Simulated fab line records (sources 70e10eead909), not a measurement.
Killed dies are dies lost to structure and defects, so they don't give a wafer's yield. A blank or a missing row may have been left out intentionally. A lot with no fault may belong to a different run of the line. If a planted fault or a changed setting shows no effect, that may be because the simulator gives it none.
fab line records	flow nandHarc
record: lots: 5	wafers: 15	lastDay: 24
route steps=1159 shown P_BONDPAD@360 END@1159
lots with no fault: from the same line, run without faults
startH: hours from the record's opening day to when the first of the lot's shown wafers began	waitH: hours from the lot's prior step to this one	" as in the row above	L1.1+2: a single row standing in for several wafers	- no value, or no start given	* or withheld: withheld	< > ~ a bound
route shown NAME@n: a module of which the file shows steps, and the number in the route of the first	usual: the fault-free wafers' mean and standard deviation	same: alike in all rows	chamber/n: place in a boat	sites: readings site by site	_std_site: the standard deviation of these	_edge_site: mean of outer sites minus mean of inner sites	radiusMm: how far each site lies from the wafer's centre	mask NAME#n: copy n	behind: tool/chamber where the wafer was last shaped	hold: why the lot was held/for how many hours/how that ended	device: transistor that didn't switch, given as n, p or np	end of line: the route-end tests of the same wafers	where a step has no rows: the recipe by itself	killed: at the first sort, the dies lost to defects and structure; wafer yield is something else	map: a wafer's dies, marking killed ones x, the rest . and places with no die _
set.NAME: the setting as run; set.NAME@STEP: as run at that earlier step	model.NAME: the simulator's own value behind a step, which no gauge read
lots at some steps of the route; a table a step, a row a wafer
services: a tool's chamber out of use, with start hour (startH, from the record's first day; less than 0 if before it), hours out, and reason
== steps ==
step: NHARC_P_BONDPAD_EBR_05
step: NHARC_P_BONDPAD_EXPOSE_06
recipe: na: 0.55	doseMj: 37.06	maskId: P_BPAD
step: NHARC_P_BONDPAD_PEB_07
recipe: pebTempC: 128	pebTimeS: 80
step: NHARC_P_BONDPAD_DEVELOP_08
recipe: timeS: 50	devTempC: 22
step: NHARC_P_BONDPAD_CD_MEAS_09
recipe: targetCdNm: 500	landingEnergyEv: 500
usual: cdNm: 500.0/1.5
same: landingEnergyEv: 500
lot.wafer	tool	chamber	startH	waitH	cdNm
L464.1	cdSem-01	0	144.30	-	497.2
L464.3	"	0	"	"	497.9
L464.4	"	0	"	"	498.8
L466.1	cdSem-01	0	152.69	-	500.1
L466.2	"	0	"	"	499.1
L466.6	"	0	"	"	499.0
L473.2	cdSem-01	0	207.59	-	499.4
L473.3	"	0	"	"	498.0
L473.4	"	0	"	"	499.6
L476.1	cdSem-03	0	223.50	-	497.9
L476.3	"	0	"	"	497.8
L476.6	"	0	"	"	499.4
L483.1	cdSem-02	0	253.67	-	499.9
L483.2	"	0	"	"	499.1
L483.4	"	0	"	"	498.5
step: NHARC_P_BONDPAD_OVL_MEAS_38
usual: overlayXNm: 0/6	overlayYNm: 0/5.3
lot.wafer	tool	chamber	startH	waitH	overlayXNm	overlayYNm
L464.1	overlay-01	-	144.39	-	14	1
L464.3	"	-	"	"	13	0
L464.4	"	-	"	"	13	0
L466.1	overlay-01	-	152.78	-	-6	2
L466.2	"	-	"	"	-6	2
L466.6	"	-	"	"	-7	2
L473.2	overlay-01	-	207.68	-	2	6
L473.3	"	-	"	"	3	6
L473.4	"	-	"	"	3	5
L476.1	overlay-02	-	223.59	-	-6	3
L476.3	"	-	"	"	-5	2
L476.6	"	-	"	"	-5	3
L483.1	overlay-01	-	253.76	-	-12	-9
L483.2	"	-	"	"	-12	-9
L483.4	"	-	"	"	-12	-9
step: NHARC_P_BONDPAD_HARDBAKE_10
recipe: tempC: 118	timeS: 65
step: NHARC_P_BONDPAD_DESCUM_11
recipe: timeS: 3	o2FlowSccm: 200	arFlowSccm: 0	biasPowerW: 0	chemistry: O2
usual: drypumpMotorCurrentA: 5.5/0.49	o2FlowSccm: 200.0/0.61	oesProductAu: 1.000/0.0066	rfVppV: 57.9/0.88	showerheadPlenumPTorr: 1.96/0.084	throttleValvePct: 11.312/0.0082
same: biasPowerW: 0
lot.wafer	tool	chamber	startH	waitH	drypumpMotorCurrentA	o2FlowSccm	oesProductAu	rfHoursCounterH	rfVppV	showerheadPlenumPTorr	throttleValvePct
L464.4	rieDiel-04	1	144.52	-	5.3	199.5	0.994	2	58.0	2.05	11.301
L464.1	"	3	"	"	6.5	199.8	1.014	3	57.8	1.93	11.316
L464.3	"	0	"	"	5.3	199.3	1.001	2	56.6	2.03	11.306
L466.2	rieDiel-12	3	152.91	-	5.3	199.2	1.009	39	57.3	1.77	11.318
L466.1	"	0	"	"	5.5	200.5	1.006	38	56.9	1.78	11.310
L466.6	"	2	"	"	4.9	199.8	1.005	-	57.2	1.79	11.302
L473.2	rieDiel-04	1	207.81	-	5.2	199.7	0.998	9	58.1	2.04	11.307
L473.3	"	3	"	"	6.5	200.8	1.010	9	58.3	1.93	11.307
L473.4	"	0	"	"	5.3	200.6	1.000	9	57.5	2.03	11.323
L476.1	rieDiel-04	0	223.71	-	5.3	200.3	0.995	11	58.7	2.03	11.308
L476.3	"	1	"	"	5.2	200.3	0.991	10	58.8	2.04	11.301
L476.6	"	1	"	"	5.2	200.2	1.007	-	56.9	2.04	11.317
L483.1	rieDiel-04	2	253.89	-	5.3	200.5	1.009	14	57.3	1.92	11.303
L483.4	"	3	"	"	6.5	199.6	1.008	14	57.2	1.93	11.313
L483.2	"	0	"	"	5.3	200.5	0.999	14	59.0	2.03	11.305
step: NHARC_P_BONDPAD_ETCH_37
recipe: targetDepthA: 600	overetchA: 180	timeS: 65.91	ionEnergyEv: 200	n2FlowSccm: 150	h2FlowSccm: 150	arFlowSccm: 0	rfW: 400	biasW: 150	chemistry: N2/H2
usual: biasW: 150.1/0.36	drypumpMotorCurrentA: 5.6/0.52	oesProductAu: 0.999/0.0064	rfFwdPowerW: 397.0/1.6	rfVppV: 431.9/2.7	runLengthS: 87.1/0.35	showerheadPlenumPTorr: 2.09/0.092	throttleValvePct: 14.170/0.0089
lot.wafer	tool	chamber	startH	waitH	biasW	drypumpMotorCurrentA	oesProductAu	rfFwdPowerW	rfHoursCounterH	rfVppV	runLengthS	showerheadPlenumPTorr	throttleValvePct
L464.4	rieDiel-04	3	144.60	0.1	149.6	6.5	1.007	400.2	3	430.4	87.2	2.06	14.168
L464.3	"	0	"	"	149.7	5.3	0.999	397.2	2	434.2	87.6	2.17	14.177
L464.1	"	1	"	"	149.7	5.3	0.992	397.4	2	435.1	86.6	2.19	14.168
L466.2	rieDiel-12	3	152.98	0.1	149.9	5.4	1.002	395.3	39	425.2	87.0	1.88	14.161
L466.1	"	0	"	"	149.2	5.5	0.995	397.4	38	426.2	87.5	1.89	14.180
L466.6	"	0	"	"	150.1	5.5	0.997	397.7	-	424.7	87.7	1.89	14.168
L473.4	rieDiel-04	2	207.90	0.1	150.6	5.3	0.999	394.9	10	431.0	87.9	2.05	14.180
L473.2	"	3	"	"	149.8	6.5	1.008	398.5	9	430.5	86.9	2.06	14.167
L473.3	"	0	"	"	150.3	5.3	0.990	398.1	9	434.4	86.7	2.17	14.169
L476.1	rieDiel-04	0	223.80	0.1	149.8	5.4	1.010	396.8	11	433.7	86.7	2.17	14.175
L476.3	"	2	"	"	149.4	5.3	0.992	394.3	11	430.7	87.3	2.05	14.177
L476.6	"	1	"	"	150.4	5.2	0.997	398.9	-	433.2	86.9	2.18	14.183
L483.4	rieDiel-04	2	253.98	0.1	150.3	5.3	0.998	394.1	14	429.3	87.4	2.05	14.172
L483.2	"	0	"	"	150.1	5.4	1.004	397.9	14	433.8	87.0	2.17	14.170
L483.1	"	1	"	"	150.5	5.2	1.002	396.3	13	435.1	86.4	2.18	14.190
step: NHARC_P_BONDPAD_ETCH_12
recipe: targetDepthA: 2000	timeS: 100	chf3FlowSccm: 50	o2FlowSccm: 10	arFlowSccm: 200	rfW: 500	biasW: 200	chemistry: CHF3/O2
usual: biasW: 200.0/0.64	drypumpMotorCurrentA: 5.6/0.53	o2FlowSccm: 10.002/0.03	oesProductAu: 0.933/0.017	rfFwdPowerW: 497.0/1.7	rfVppV: 371.8/2.2	runLengthS: 121.2/0.35	showerheadPlenumPTorr: 2.46/0.1	throttleValvePct: 20.573/0.0093
lot.wafer	tool	chamber	startH	waitH	biasW	drypumpMotorCurrentA	o2FlowSccm	oesProductAu	rfFwdPowerW	rfHoursCounterH	rfVppV	runLengthS	showerheadPlenumPTorr	throttleValvePct
L464.4	rieDiel-04	2	-	-	200.9	5.3	10.006	0.930	499.2	3	371.7	121.3	2.42	20.567
L464.3	"	0	"	"	199.6	5.3	9.976	0.928	498.8	2	374.2	121.2	2.55	20.574
L464.1	"	1	"	"	199.4	5.3	10.058	0.917	498.3	2	373.8	120.5	2.56	20.589
L466.2	rieDiel-12	3	-	-	201.4	5.4	9.975	0.920	496.7	39	367.7	121.3	2.23	20.578
L466.1	"	1	"	"	199.7	5.2	9.946	0.918	496.7	42	372.9	121.2	2.54	20.580
L466.6	"	2	"	"	200.0	4.8	9.981	0.934	499.8	-	367.3	121.6	2.26	20.559
L473.3	rieDiel-04	0	-	-	199.8	5.4	10.008	0.923	494.7	9	371.8	120.9	2.54	20.588
L473.4	"	1	"	"	200.7	5.2	10.023	0.928	496.9	9	374.3	120.9	2.56	20.561
L473.2	"	2	"	"	200.8	5.3	9.974	0.909	497.4	10	369.5	121.5	2.41	20.570
L476.3	rieDiel-04	3	-	-	198.9	6.5	9.991	0.924	497.0	12	371.5	121.0	2.42	20.571
L476.1	"	1	"	"	198.7	5.3	9.941	0.925	497.6	10	373.9	121.3	2.56	20.565
L476.6	"	2	"	"	200.9	5.3	10.012	0.932	499.2	-	372.2	121.3	2.41	20.560
L483.2	rieDiel-04	3	-	-	199.5	6.5	10.024	0.966	500.2	14	370.8	121.0	2.42	20.581
L483.1	"	0	"	"	199.9	5.4	9.997	0.950	496.1	14	372.7	120.8	2.54	20.572
L483.4	"	1	"	"	199.8	5.2	10.016	0.936	497.3	13	373.3	120.8	2.56	20.580
step: NHARC_P_BONDPAD_CD_MEAS_13
usual: cdNm: 499.2/1.6
lot.wafer	tool	chamber	startH	waitH	cdNm
L464.1	cdSem-03	-	144.83	-	497.8
L464.3	"	-	"	"	496.9
L464.4	"	-	"	"	498.4
L466.1	cdSem-03	-	153.22	-	499.5
L466.2	"	-	"	"	498.5
L466.6	"	-	"	"	499.2
L473.2	cdSem-03	-	208.14	-	498.2
L473.3	"	-	"	"	497.1
L473.4	"	-	"	"	498.5
L476.1	cdSem-03	-	224.04	-	497.4
L476.3	"	-	"	"	497.3
L476.6	"	-	"	"	498.7
L483.1	cdSem-01	-	254.21	-	498.9
L483.2	"	-	"	"	498.7
L483.4	"	-	"	"	498.1
step: NHARC_P_BONDPAD_STRIP_15
recipe: o2FlowSccm: 500	arFlowSccm: 0	biasW: 0	chemistry: O2
usual: drypumpMotorCurrentA: 5.6/0.51	o2FlowSccm: 499.9/1.2	oesProductAu: 1.000/0.0067	rfVppV: 58.0/0.97	showerheadPlenumPTorr: 3.63/0.13	throttleValvePct: 17.035/0.0091
same: biasW: 0
lot.wafer	tool	chamber	startH	waitH	drypumpMotorCurrentA	o2FlowSccm	oesProductAu	rfHoursCounterH	rfVppV	showerheadPlenumPTorr	throttleValvePct
L464.3	rieDiel-04	3	145.40	0.6	6.5	498.4	1.002	3	56.7	3.56	17.015
L464.4	"	1	"	"	5.3	498.3	0.992	2	58.9	3.76	17.014
L464.1	"	2	"	"	5.3	499.6	0.994	3	57.7	3.55	17.037
L466.2	rieDiel-04	2	153.29	0.1	5.3	499.3	0.996	4	58.4	3.55	17.037
L466.1	"	0	"	"	5.4	500.8	1.013	3	58.0	3.74	17.030
L466.6	"	2	"	"	5.3	499.0	1.001	-	58.7	3.55	17.035
L473.4	rieDiel-04	2	208.21	0.1	5.3	498.8	1.002	10	57.0	3.54	17.038
L473.2	"	0	"	"	5.4	498.8	1.004	9	59.9	3.73	17.041
L473.3	"	1	"	"	5.3	497.1	1.005	9	58.0	3.75	17.037
L476.3	rieDiel-10	0	224.12	0.1	5.6	499.1	1.005	21	58.2	3.45	17.028
L476.1	"	3	"	"	5.0	498.9	0.995	13	59.5	3.49	17.033
L476.6	"	0	"	"	5.6	501.0	1.015	-	56.3	3.45	17.036
L483.2	rieDiel-10	1	254.29	0.1	5.9	499.6	0.997	27	56.0	3.34	17.027
L483.4	"	2	"	"	5.3	501.2	1.004	25	57.3	3.35	17.038
L483.1	"	0	"	"	5.6	497.5	1.002	29	56.8	3.44	17.025
step: NHARC_P_BONDPAD_ETCH_24
recipe: targetDepthA: 300	overEtchFrac: 0.3	timeS: 72.99	ionEnergyEv: 150	cf4FlowSccm: 50	n2FlowSccm: 100	arFlowSccm: 150	rfW: 300	biasW: 100	chemistry: CF4/N2
usual: biasW: 100.04/0.29	drypumpMotorCurrentA: 5.5/0.51	oesProductAu: 0.999/0.0064	rfFwdPowerW: 297.8/1.1	rfVppV: 315.4/1.8	runLengthS: 94.2/0.39	showerheadPlenumPTorr: 2.70/0.094	throttleValvePct: 19.794/0.0096
same: overEtchFrac: 0.3
lot.wafer	tool	chamber	startH	waitH	biasW	drypumpMotorCurrentA	oesProductAu	rfFwdPowerW	rfHoursCounterH	rfVppV	runLengthS	showerheadPlenumPTorr	throttleValvePct
L464.3	rieDiel-04	2	145.56	-	100.16	5.3	0.999	295.0	3	314.7	94.7	2.64	19.798
L464.1	"	3	"	"	100.16	6.5	1.005	298.6	3	313.5	94.2	2.65	19.810
L464.4	"	0	"	"	99.90	5.3	1.000	297.2	3	318.3	94.5	2.78	19.789
L466.2	rieDiel-04	2	153.44	-	99.73	5.3	0.988	297.6	4	313.8	94.3	2.64	19.794
L466.1	"	3	"	"	100.27	6.5	0.993	299.0	4	315.6	94.5	2.65	19.777
L466.6	"	3	"	"	100.20	6.5	0.992	297.6	-	314.2	94.2	2.65	19.796
L473.3	rieDiel-04	1	208.36	-	-	5.3	0.988	-	9	316.2	77.3	2.80	19.789
L473.4	"	2	"	"	100.46	5.3	1.004	296.6	10	313.7	94.7	2.64	19.788
L473.2	"	0	"	"	-	5.4	1.000	-	9	316.3	77.7	2.78	19.799
L476.1	rieDiel-10	2	224.27	-	99.74	5.3	0.991	297.0	17	313.5	94.8	2.50	19.798
L476.3	"	1	"	"	100.21	5.9	1.000	298.8	19	311.2	94.4	2.49	19.787
L476.6	"	3	"	"	100.10	5.0	0.992	297.6	-	315.2	94.6	2.59	19.803
L483.4	rieDiel-10	0	254.44	-	99.85	5.6	1.003	295.3	29	312.4	94.5	2.56	19.805
L483.2	"	1	"	"	100.10	5.9	1.001	298.1	27	311.7	94.8	2.48	19.797
L483.1	"	2	"	"	99.97	5.3	0.997	297.2	25	311.5	94.5	2.49	19.794
step: NHARC_P_BONDPAD_STRIP_16
recipe: timeS: 600	tempC: 30	chemistry: postEtchResidueRemover
step: NHARC_END_SORT_01
recipe: tempC: 25
usual: defectLimitedYield: 95.8/1.2	killedAtArray: 24/7.4	killedAtOther: 0.5/0.81	killedAtPeriphery: 3.4/2.3	killedDies: 28/8	killedOpen: 3.4/1.8	killedShort: 2.0/1.4	sort_bin_2_pct: 1.3/0.54	sort_bin_3_pct: 0.23/0.2	sort_bin_4_pct: 2.7/0.77	sortNPass: 649/8	sortRimYieldPct: 94.2/2.7	sortYieldPct: 95.8/1.2
same: grossDies: 677	sort_bin_5_pct[%]: 0	sort_bin_6_pct[%]: 0	sort_bin_7_pct[%]: 0	sort_bin_8_pct[%]: 0	sortRimNGross: 106.00
lot.wafer	tool	chamber	startH	waitH	defectLimitedYield[%]	killedAtArray	killedAtOther	killedAtPeriphery	killedDies	killedOpen	killedShort	sort_bin_2_pct[%]	sort_bin_3_pct[%]	sort_bin_4_pct[%]	sortNPass	sortRimYieldPct[%]	sortYieldPct[%]
L466.1	prober-01	0	457.70	2.5	98.1	13	0	0	13	0	0	0.3	0.15	1.5	664	96.2	98.1
L466.2	prober-01	0	458.51	2.8	95.1	32	0	1	33	9	5	1.5	0.44	3.0	644	91.5	95.1
L466.6	prober-01	0	461.74	4.0	96.2	24	1	1	26	1	3	1.0	0.44	2.4	651	94.3	96.2
L483.1	prober-01	0	569.45	2.5	94.4	29	1	8	38	2	4	1.3	0.15	4.1	639	91.5	94.4
L483.2	prober-01	0	570.26	2.8	95.0	29	0	5	34	3	1	1.8	0.30	3.0	643	92.5	95.0
L483.4	prober-01	0	571.87	3.4	94.7	27	0	9	36	1	1	1.5	0.30	3.5	641	93.4	94.7
killed by level:class
L466.1 A_CONTACT:chamberFilmFlake=6 A_CHANNEL_HOLE_D1:chamberFilmFlake=4 A_ZERO_WELL:chamberFilmFlake=2 A_STAIRCASE:chamberFilmFlake=1
L466.2 A_CHANNEL_HOLE_D1:chamberFilmFlake=11 A_CONTACT:chamberFilmFlake=7 A_WL_FILL:geometricParticle:open=3 A_CHANNEL_FILL_D1:geometricParticle:short=2 A_CONTACT:geometricParticle:open=2 A_BLC:geometricParticle:open=2 P_CONTACT:geometricParticle:open=1 A_ONON_D1:geometricParticle:short=1
L466.6 A_CHANNEL_HOLE_D1:chamberFilmFlake=14 A_CONTACT:chamberFilmFlake=4 A_STAIRCASE:chamberFilmFlake=2 A_ONON_D1:geometricParticle:short=1 A_STAIRCASE:geometricParticle:open=1 A_WL_FILL:geometricParticle:short=1 P_ZERO_WELL:chamberFilmFlake=1 STARTING-WAFER:geometricParticle:short=1
L483.1 A_SLIT:chamberFilmFlake=9 A_CONTACT:chamberFilmFlake=8 P_M2:chamberFilmFlake=5 A_CHANNEL_HOLE_D1:chamberFilmFlake=4 A_STAIRCASE:chamberFilmFlake=3 A_CONTACT:geometricParticle:open=2 P_GATE:chamberFilmFlake=2 P_M0:geometricParticle:short=1
L483.2 A_SLIT:chamberFilmFlake=18 P_M2:chamberFilmFlake=3 A_CHANNEL_HOLE_D1:chamberFilmFlake=3 A_WL_FILL:chamberFilmFlake=2 A_CONTACT:chamberFilmFlake=2 P_M2:geometricParticle:open=1 A_WL_FILL:geometricParticle:short=1 A_WL_FILL:geometricParticle:open=1
L483.4 A_SLIT:chamberFilmFlake=11 P_M2:chamberFilmFlake=8 A_STAIRCASE:chamberFilmFlake=4 A_CONTACT:chamberFilmFlake=4 A_CHANNEL_HOLE_D1:chamberFilmFlake=3 A_WL_FILL:chamberFilmFlake=3 A_ONON_D1:geometricParticle:short=1 A_M0:geometricParticle:open=1
== services ==
tool	chamber	startH	hours	kind
rieDiel-04	0	120.90	-	clean
rieDiel-04	1	120.90	-	clean
rieDiel-04	2	120.90	-	clean
rieDiel-04	3	120.90	-	clean
rieDiel-10	1	145.28	9.9	repair
rieDiel-04	0	145.40	-	clean
rieDiel-04	1	145.40	-	clean
rieDiel-04	2	145.40	-	clean
rieDiel-04	3	145.40	-	clean
rieDiel-04	1	164.15	6.1	repair
rieDiel-04	0	169.90	-	clean
rieDiel-04	2	169.90	-	clean
rieDiel-04	3	169.90	-	clean
rieDiel-10	-	177.21	9.0	pm
rieDiel-10	3	190.81	8.8	repair
rieDiel-04	0	194.40	-	clean
rieDiel-04	1	194.40	-	clean
rieDiel-04	2	194.40	-	clean
rieDiel-04	3	194.40	-	clean
rieDiel-12	-	202.42	9.0	pm
rieDiel-04	0	218.90	-	clean
rieDiel-04	1	218.90	-	clean
rieDiel-04	2	218.90	-	clean
rieDiel-04	3	218.90	-	clean
== key ==
firstSign: step: NHARC_P_BONDPAD_ETCH_24	reading: runLengthS	direction: down	sigmas: 43	usual: *	struck: *
effect none on later readings
metAt NHARC_P_BONDPAD_ETCH_24
struckWafers L473.2,L473.3
onsetBetween 153.44 208.36
fault: kind: processParameterDrift	tool: rieDiel-04	chamber: -	onsetH: 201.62	steps: NHARC_P_BONDPAD_ETCH_24	channel: timeS	offset: *	shape: step	endH: 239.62	scope: struckWafersOnly	actsIn: *	stated: *
